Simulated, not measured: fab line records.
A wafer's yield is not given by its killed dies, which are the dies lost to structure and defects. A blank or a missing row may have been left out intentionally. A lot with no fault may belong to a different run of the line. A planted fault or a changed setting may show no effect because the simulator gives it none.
fab line records	flow n5-finfet
record lots=5	wafers=15	last-day=17
route steps=1938 shown BEOL_M2@868 BEOL_M4@1111 PASSIVATION@1936
lots untouched by any fault: they come from a run of this same line in which no faults occurred
start-h: hours from the record's opening day to when the first of the lot's shown wafers began	wait-h: how many hours have passed since the lot's step before this one	" same as the row above	L1.1+2: one row covering several wafers at once	- value missing, or start not given	* or withheld: withheld	< > ~ a bound
route shown NAME@n: a module of which the file shows steps, and the number in the route of the first	usual: average and standard deviation across the fault-free wafers	same: alike in all rows	chamber/n: place in a boat	sites: the reading at each site	_std_site: standard deviation of those values	_edge_site: inner sites' mean taken away from outer sites' mean	radius-mm: for every site, how far away it sits from the centre of the wafer	mask NAME#n: copy n	behind: the most recent tool/chamber to have shaped the wafer	hold: why the lot went on hold/how many hours it stayed there/how the hold came to an end	device: whichever transistor did not switch (one of n, p or np)	end of line: the same wafers' tests at the end of the route	where a step has no rows: the recipe by itself	killed: at the first sort, the dies lost to defects and structure; wafer yield is something else	map: dies across one wafer; x = killed, . = not, _ = none there
set.NAME: setting as actually run; set.NAME@STEP: the setting as run at that earlier step	model.NAME: the simulator's own value behind a step, which no gauge read
a table for each step, a row for each wafer; lots at some steps of the route
services: from which hour (start-h, from the record's first day; less than 0 if before it) a tool's chamber was out of use, for how many hours, and why
## steps
# step N5_BEOL_M2_COAT_68
# recipe resist=SiARC	temp-c=220	time-s=60	spin-rpm=1500	resist-thk-nm=12
# step N5_BEOL_M2_COAT_76
# recipe resist=underlayer	temp-c=205	time-s=60	spin-rpm=1500	resist-thk-nm=5
# step N5_BEOL_M2_COAT_22
# recipe resist=CAR-EUV	spin-rpm=1500	resist-thk-nm=30
# step N5_BEOL_M2_EBR_24
# recipe solvent=PGMEA	ebr-width-mm=1.5
# step N5_BEOL_M2_SOFTBAKE_23
# recipe temp-c=110	time-s=60	resist=CAR-EUV
# step N5_BEOL_M2_EXPOSE_25
# recipe mask-id=V1	na=0.33	source-shape=quasar	sigma-inner=0.2	sigma-outer=0.8	polarization=unpolarized	defocus-nm=5	dose-mj=63
# step N5_BEOL_M2_PEB_26
# recipe peb-temp-c=100	peb-time-s=60	resist=CAR-EUV
# step N5_BEOL_M2_DEVELOP_27
# recipe develop-time-s=30	developer=TMAH	resist=CAR-EUV	rinse-liquid=surfactant-rinse	dry=air-spin	dev-temp-c=23
# step N5_BEOL_M2_DESCUM_33
# recipe chemistry=O2	time-s=7	source-power-w=50	bias-power-w=20	pressure-mtorr=20	rf-frequency-hz=2.712e+07	temp-c=40	resist=CAR-EUV	o2-flow-sccm=225
# step N5_BEOL_M2_ETCH_77
# recipe chemistry=N2/H2	target=underlayer	target-depth-a=65	mask-material=CAR-EUV	time-s=5.2	ion-energy-ev=200	pressure-mtorr=30	source-w=840	bias-w=150	n2-flow-sccm=200	h2-flow-sccm=200	ends=cleared
# usual bias-w=150.0/0.49	chamber-pressure-mTorr=30.00/0.043	drypump-motor-current-A=5.9/0.5	etch-rf-on-time-s=5.15/0.12	oes-product-au=0.68/0.062	rf-fwd-power-W=819.5/2.5	rf-vpp-V=525.8/2.5	showerhead-plenum-p-Torr=2.61/0.08	throttle-valve-pct=17.8/0.33
lot.wafer	tool	chamber	start-h	wait-h	bias-w	chamber-pressure-mTorr	drypump-motor-current-A	etch-rf-on-time-s	oes-product-au	rf-fwd-power-W	rf-hours-counter-h	rf-vpp-V	showerhead-plenum-p-Torr	throttle-valve-pct	model.CAR-EUV_of_BEOL_M2_COAT_22.thk-nm
L172.1	rie-diel-05	3	152.20	0.0	150.4	30.02	5.8	5.18	0.61	820.6	210	526.7	2.60	17.3	20.2
L172.3	"	0	"	"	150.3	29.93	6.2	5.16	0.77	819.7	23	526.0	2.67	17.3	20.4
L172.4	"	2	"	"	149.5	30.03	5.4	5.04	0.71	824.9	67	522.9	2.48	17.5	20.4
L179.1	rie-diel-04	1	196.16	0.0	-	-	-	-	-	-	-	-	-	-	26.2
L179.5	"	3	"	"	-	-	-	-	-	-	-	-	-	-	26
L179.6	"	0	"	"	-	-	-	-	-	-	-	-	-	-	26.2
L181.2	rie-diel-06	1	196.50	0.0	-	-	-	-	-	-	-	-	-	-	26.2
L181.5	"	0	"	"	-	-	-	-	-	-	-	-	-	-	26.2
L181.6	"	3	"	"	-	-	-	-	-	-	-	-	-	-	26.2
L180.4	rie-diel-05	3	202.43	0.0	-	-	-	-	-	-	-	-	-	-	26
L180.5	"	1	"	"	-	-	-	-	-	-	-	-	-	-	26
L180.6	"	2	"	"	-	-	-	-	-	-	-	-	-	-	26
L189.1	rie-diel-04	1	264.76	0.0	149.8	30.01	5.8	5.42	0.81	817.3	4	525.4	2.62	17.5	20.4
L189.2	"	2	"	"	149.6	30.04	6.3	5.15	0.66	815.3	121	526.9	2.69	18.0	20.2
L189.6	"	3	"	"	149.5	30.04	6.3	5.07	0.68	817.8	-	526.9	2.58	17.8	20.4
# step N5_BEOL_M2_ETCH_69
# recipe chemistry=CF4	target=SiARC	target-depth-a=156	mask-material=CAR-EUV	time-s=26	ion-energy-ev=80	pressure-mtorr=40	source-w=545	bias-w=36	Ar_flow_sccm=100	cf4-flow-sccm=100	ends=cleared
# step N5_BEOL_M2_ALD_98
# recipe material=SiO2	target-thk-a=25	temp-c=100	ald-precursor-family=BDEAS	ald-co-reactant=O2-plasma	pulse-time-s=1	co-reactant-pulse-time-s=1	purge-time-s=2	co-reactant-purge-time-s=2	ald-cycles=17	pressure-torr=2
# step N5_BEOL_M2_ETCHBACK_99
# recipe chemistry=CHF3	target=SiO2	target-depth-a=50	time-s=10.4	source-w=215	bias-w=47	Ar_flow_sccm=200	CHF3_flow_sccm=12	ion-energy-ev=100	pressure-mtorr=30
# usual drypump-motor-current-A=5.9/0.47	oes-product-au=0.80/0.071	rf-fwd-power-W=212.4/1.1	rf-vpp-V=241/4	showerhead-plenum-p-Torr=2.20/0.068	throttle-valve-pct=17.0/0.31
lot.wafer	tool	chamber	start-h	wait-h	drypump-motor-current-A	oes-product-au	rf-fwd-power-W	rf-hours-counter-h	rf-vpp-V	showerhead-plenum-p-Torr	throttle-valve-pct	model.CAR-EUV_of_BEOL_M2_COAT_22.thk-nm
L172.1	rie-diel-05	3	164.12	11.1	5.9	0.70	212.4	215	239	2.21	16.7	10.4
L172.3	"	0	"	"	6.2	0.88	210.5	28	239	2.27	16.6	10.4
L172.4	"	2	"	"	5.4	0.83	214.1	71	245	2.09	16.7	10.4
L179.1	rie-diel-04	3	200.41	4.1	6.3	0.82	212.0	84	241	2.16	16.7	16.2
L179.5	"	2	"	"	6.3	0.79	214.1	-	239	2.27	17.1	16
L179.6	"	1	"	"	5.8	0.67	211.0	-	240	2.22	17.0	16.2
L181.2	rie-diel-05	3	205.49	8.8	5.8	0.70	213.9	227	242	2.20	16.8	16.2
L181.5	"	3	"	"	5.8	0.70	212.9	-	241	2.20	16.7	16.2
L181.6	"	2	"	"	5.4	0.83	214.1	-	246	2.09	16.8	16.2
L180.4	rie-diel-04	3	210.74	8.1	6.3	0.82	213.3	89	240	2.16	16.7	16
L180.5	"	1	"	"	5.8	0.67	211.0	-	238	2.21	17.0	16.2
L180.6	"	0	"	"	5.0	0.86	214.8	-	240	2.10	17.3	16.2
L189.1	rie-diel-04	1	265.49	0.6	5.8	0.97	211.3	4	240	2.21	16.6	10.4
L189.2	"	3	"	"	6.3	0.79	212.7	109	241	2.16	16.7	10.2
L189.6	"	2	"	"	6.3	0.78	211.9	-	241	2.26	17.2	10.4
# step N5_BEOL_M2_ETCH_70
# recipe chemistry=N2/H2	target=SOC	target-depth-a=800	overetch-a=240	mask-material=SiARC	temp-c=40	time-s=130	ion-energy-ev=200	pressure-mtorr=30	source-w=840	bias-w=150	n2-flow-sccm=200	h2-flow-sccm=200
# step N5_BEOL_M4_RC_MEAS_101
# usual DIBL_N=35.3/2.5	DIBL_P=35/3.3	IOFF_N=0.15/0.049	IOFF_P=0.20/0.056	ION_N=673/16	ION_P=462/10	SS_N=71.2/0.85	SS_P=73.0/0.97	VT_N=252/4.9	VT_P=-251/5
lot.wafer	tool	chamber	start-h	wait-h	DIBL_N[mV/V]	DIBL_P[mV/V]	IOFF_N[nA/um]	IOFF_P[nA/um]	ION_N[uA/um]	ION_P[uA/um]	SS_N[mV/dec]	SS_P[mV/dec]	VT_N[mV]	VT_P[mV]
L172.1	prober-02	0	195.05	0.0	37.0	35	0.15	0.17	672	455	71.0	73.1	253	-253
L172.3	"	0	"	"	32.1	31	0.09	0.13	646	444	70.0	71.6	257	-255
L172.4	"	0	"	"	39.0	39	0.20	0.24	688	471	71.6	73.3	248	-252
L179.1	prober-01	0	237.08	0.0	33.0	32	0.10	0.15	654	456	70.4	72.4	258	-254
L179.5	"	0	"	"	34.3	34	0.14	0.20	669	463	71.0	72.7	252	-251
L179.6	"	0	"	"	34.1	34	0.12	0.18	671	466	70.9	72.4	253	-252
L181.2	prober-02	0	237.71	0.2	34.4	33	0.13	0.15	665	452	70.7	72.0	253	-257
L181.5	"	0	"	"	36.5	36	0.18	0.19	693	471	71.7	73.0	245	-256
L181.6	"	0	"	"	32.6	31	0.10	0.13	649	445	71.2	71.2	255	-261
L180.4	prober-01	0	242.56	0.5	33.8	35	0.13	0.20	671	466	70.9	72.3	254	-248
L180.5	"	0	"	"	34.0	35	0.12	0.20	656	461	71.4	72.9	250	-250
L180.6	"	0	"	"	35.8	36	0.15	0.21	669	460	71.0	72.8	248	-249
L189.1	prober-01	0	296.93	0.0	35.4	34	0.13	0.18	655	457	70.7	72.7	253	-250
L189.2	"	0	"	"	32.5	32	0.11	0.17	658	458	69.9	73.1	254	-252
L189.6	"	0	"	"	33.8	33	0.12	0.17	659	456	70.6	73.9	253	-251
# step N5_PASSIVATION_PROBE_49
# usual defect-limited-yield=91.3/1.4	killed_at_M0_to_M3=33/9.9	killed_at_M4_up=15/5.6	killed-at-contacts=13/5.7	killed-at-front-end=38/12	killed-at-other=4/3.1	killed-dies=103/17	killed-open=66/13	killed-short=32/7.8	sort_bin_5_function=5.1/0.95	sort_bin_6_memory=3.2/0.68	sort_bin_8_speed=0.02/0.22	sort-n-pass=1077/17	sort-yield-pct=91.3/1.5
# same gross-dies=1180	killed-at-back-side=0	sort_bin_4_leakage[%]=0
lot.wafer	tool	chamber	start-h	wait-h	defect-limited-yield[%]	killed_at_M0_to_M3	killed_at_M4_up	killed-at-contacts	killed-at-front-end	killed-at-other	killed-dies	killed-open	killed-short	sort_bin_5_function[%]	sort_bin_6_memory[%]	sort_bin_8_speed[%]	sort-n-pass	sort-yield-pct[%]
L172.1	prober-02	-	299.44	0.0	90.1	49	16	13	37	2	117	74	40	6.0	3.9	0	1063	90.1
L172.3	prober-02	-	299.54	0.1	92.8	36	10	6	31	2	85	63	21	4.8	1.8	0	1095	92.8
L172.4	prober-02	-	299.59	0.2	91.0	41	18	11	33	3	106	73	33	5.3	3.3	0	1074	91.0
L179.1	prober-01	-	340.32	0.0	90.0	50	15	7	42	4	118	60	51	5.8	3.6	0	1062	90.0
L179.5	prober-01	-	340.52	0.2	93.3	32	16	11	18	2	79	51	24	3.6	2.9	0	1101	93.3
L179.6	prober-01	-	340.57	0.3	91.6	37	26	11	24	1	99	70	24	5.3	2.9	0	1081	91.6
L181.2	prober-02	-	345.99	0.1	93.6	17	8	20	29	2	76	48	26	3.9	2.2	0	1104	93.6
L181.5	prober-02	-	346.14	0.2	92.8	22	12	9	42	0	85	63	22	4.2	2.9	0	1095	92.8
L181.6	prober-02	-	346.19	0.3	94.6	24	14	12	13	1	64	39	21	3.2	2.0	0.08	1115	94.5
L180.4	prober-02	-	355.08	0.2	90.8	48	12	13	36	0	109	79	27	5.8	3.4	0	1071	90.8
L180.5	prober-02	-	355.13	0.2	90.4	32	15	11	55	0	113	72	37	6.0	3.1	0	1067	90.4
L180.6	prober-02	-	355.18	0.3	89.9	22	22	22	48	5	119	84	33	6.3	3.6	0	1061	89.9
L189.1	prober-01	-	408.14	0.0	90.2	32	22	10	52	0	116	73	38	5.3	4.1	0	1064	90.2
L189.2	prober-01	-	408.19	0.1	91.9	24	16	5	44	6	95	57	35	5.2	2.5	0	1085	91.9
L189.6	prober-01	-	408.39	0.3	92.4	33	10	5	42	0	90	58	28	4.6	2.7	0	1090	92.4
# killed by level:class
L172.1 FIN_SAQP:geometric-particle:short=15 BEOL_M0_SAQP:geometric-particle:open=13 MOL_CONTACT_COAG:geometric-particle:open=12 BEOL_M0_SAQP:geometric-particle:short=10 BEOL_M2:geometric-particle:open=7 BEOL_M3:geometric-particle:open=7 BEOL_M1:geometric-particle:open=5 BEOL_M4:geometric-particle:open=5
L172.3 BEOL_M2:geometric-particle:open=10 BEOL_M3:geometric-particle:open=9 BEOL_M1:geometric-particle:open=7 STI_FIN_REVEAL:geometric-particle:open=5 BEOL_M4:geometric-particle:open=5 FIN_SAQP:geometric-particle:open=4 DUMMY_GATE:geometric-particle:open=4 ILD0:geometric-particle:short=4
L172.4 BEOL_M0_SAQP:geometric-particle:open=11 FIN_SAQP:geometric-particle:short=10 BEOL_M5:geometric-particle:open=10 MOL_CONTACT_COAG:geometric-particle:open=9 BEOL_M2:geometric-particle:open=8 DUMMY_GATE:geometric-particle:open=7 BEOL_M1:geometric-particle:open=7 FIN_SAQP:geometric-particle:open=4
L179.1 BEOL_M3:geometric-particle:open=10 FIN_SAQP:geometric-particle:short=9 BEOL_M2:geometric-particle:open=9 BEOL_M0_SAQP:geometric-particle:short=6 STI_FIN_REVEAL:geometric-particle:open=5 BEOL_M0_SAQP:geometric-particle:open=5 BEOL_M1:geometric-particle:open=5 STARTING-WAFER:geometric-particle:short=5
L179.5 MOL_CONTACT_COAG:geometric-particle:open=10 STI_FIN_REVEAL:geometric-particle:open=9 BEOL_M0_SAQP:geometric-particle:short=9 BEOL_M0_SAQP:geometric-particle:open=6 BEOL_M4:geometric-particle:open=4 BEOL_M5:geometric-particle:open=4 FIN_SAQP:geometric-particle:short=3 BEOL_M0:geometric-particle:open=3
L179.6 BEOL_M4:geometric-particle:open=12 STI_FIN_REVEAL:geometric-particle:open=10 MOL_CONTACT_COAG:geometric-particle:open=9 BEOL_M3:geometric-particle:open=9 BEOL_M0_SAQP:geometric-particle:short=6 BEOL_M2:geometric-particle:open=6 BEOL_M5:geometric-particle:open=5 FIN_SAQP:geometric-particle:open=4
L181.2 MOL_CONTACT_COAG:geometric-particle:open=17 STI_FIN_REVEAL:geometric-particle:open=7 BEOL_M0_SAQP:geometric-particle:open=6 GATE_CUT:geometric-particle:short=5 BEOL_M0_SAQP:geometric-particle:short=5 MOL_CONTACT_COAG:geometric-particle:short=3 STARTING-WAFER:geometric-particle:open=3 FIN_SAQP:geometric-particle:short=2
L181.5 STI_FIN_REVEAL:geometric-particle:open=18 STI_FIN_REVEAL:geometric-particle:short=6 MOL_CONTACT_COAG:geometric-particle:open=6 BEOL_M1:geometric-particle:open=6 BEOL_M0_SAQP:geometric-particle:open=5 BEOL_M2:geometric-particle:open=5 STARTING-WAFER:geometric-particle:open=5 FIN_SAQP:geometric-particle:open=4
L181.6 MOL_CONTACT_COAG:geometric-particle:open=8 BEOL_M0_SAQP:geometric-particle:short=8 BEOL_M0_SAQP:geometric-particle:open=6 BEOL_M4:geometric-particle:open=4 BEOL_M1:geometric-particle:open=3 BEOL_M2:geometric-particle:open=3 BEOL_M6:geometric-particle:open=3 STI_FIN_REVEAL:geometric-particle:short=2
L180.4 STI_FIN_REVEAL:geometric-particle:open=14 MOL_CONTACT_COAG:geometric-particle:open=12 BEOL_M0_SAQP:geometric-particle:open=10 BEOL_M2:geometric-particle:open=9 BEOL_M0_SAQP:geometric-particle:short=8 BEOL_M3:geometric-particle:open=8 FIN_SAQP:geometric-particle:open=5 FIN_SAQP:geometric-particle:short=4
L180.5 STI_FIN_REVEAL:geometric-particle:open=12 BEOL_M2:geometric-particle:open=9 FIN_SAQP:geometric-particle:open=8 MOL_CONTACT_COAG:geometric-particle:open=8 FIN_SAQP:geometric-particle:short=7 GATE_CUT:geometric-particle:short=6 BEOL_M3:geometric-particle:open=6 BEOL_M0_SAQP:geometric-particle:short=4
L180.6 MOL_CONTACT_COAG:geometric-particle:open=19 FIN_SAQP:geometric-particle:open=12 FIN_SAQP:geometric-particle:short=10 BEOL_M3:geometric-particle:open=9 BEOL_M7:geometric-particle:open=7 GATE_CUT:geometric-particle:short=6 BEOL_M5:geometric-particle:open=5 GATE_CUT:geometric-particle:open=5
L189.1 FIN_SAQP:geometric-particle:short=16 FIN_SAQP:geometric-particle:open=9 MOL_CONTACT_COAG:geometric-particle:open=8 BEOL_M0_SAQP:geometric-particle:open=8 BEOL_M0_SAQP:geometric-particle:short=7 STI_FIN_REVEAL:geometric-particle:open=6 BEOL_M3:geometric-particle:open=6 BEOL_M5:geometric-particle:open=6
L189.2 DUMMY_GATE:geometric-particle:open=10 FIN_SAQP:geometric-particle:short=8 BEOL_M0_SAQP:geometric-particle:short=8 FIN_SAQP:geometric-particle:open=6 BEOL_M0_SAQP:geometric-particle:open=5 BEOL_M5:geometric-particle:short=4 MOL_CONTACT_COAG:geometric-particle:open=4 STARTING-WAFER:geometric-particle:open=4
L189.6 FIN_SAQP:geometric-particle:open=12 BEOL_M1:geometric-particle:open=10 BEOL_M0_SAQP:geometric-particle:short=8 FIN_SAQP:geometric-particle:short=6 BEOL_M0_SAQP:geometric-particle:open=6 DUMMY_GATE:geometric-particle:open=5 STI_FIN_REVEAL:geometric-particle:open=4 MOL_CONTACT_COAG:geometric-particle:open=4
## services
tool	chamber	start-h	hours	kind
rie-diel-05	2	133.03	8.9	repair
rie-diel-04	-	137.93	0.3	repair
rie-diel-06	2	146.63	-	clean
rie-diel-06	2	146.63	18.4	scheduled-down
rie-diel-06	2	146.63	18.4	vent-cycle
rie-diel-06	-	176.36	0.6	repair
rie-diel-04	1	235.11	-	clean
rie-diel-04	1	235.11	-	consumable-replace:focus-ring
rie-diel-04	1	235.11	19.4	scheduled-down
rie-diel-04	1	235.11	19.4	vent-cycle
## key
first-sign step=N5_BEOL_M2_ETCH_77	reading=tool-record	direction=missing
effect none on later readings
model-effect step=N5_BEOL_M2_ETCH_77	value=CAR-EUV_of_BEOL_M2_COAT_22.thk-nm	without=20.4	struck=26.11
model-effect step=N5_BEOL_M2_ETCHBACK_99	value=CAR-EUV_of_BEOL_M2_COAT_22.thk-nm	without=10.4	struck=16.16
met-at N5_BEOL_M2_ETCH_77
struck-wafers L179.1,L179.5,L179.6,L180.4,L180.5,L180.6,L181.2,L181.5,L181.6
onset-between 152.20 196.16
fault kind=skipped-step-whole	tool=rie-diel-04,rie-diel-05,rie-diel-06	chamber=-	onset-h=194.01	steps=N5_BEOL_M2_ETCH_77	scope=struck-lots-only
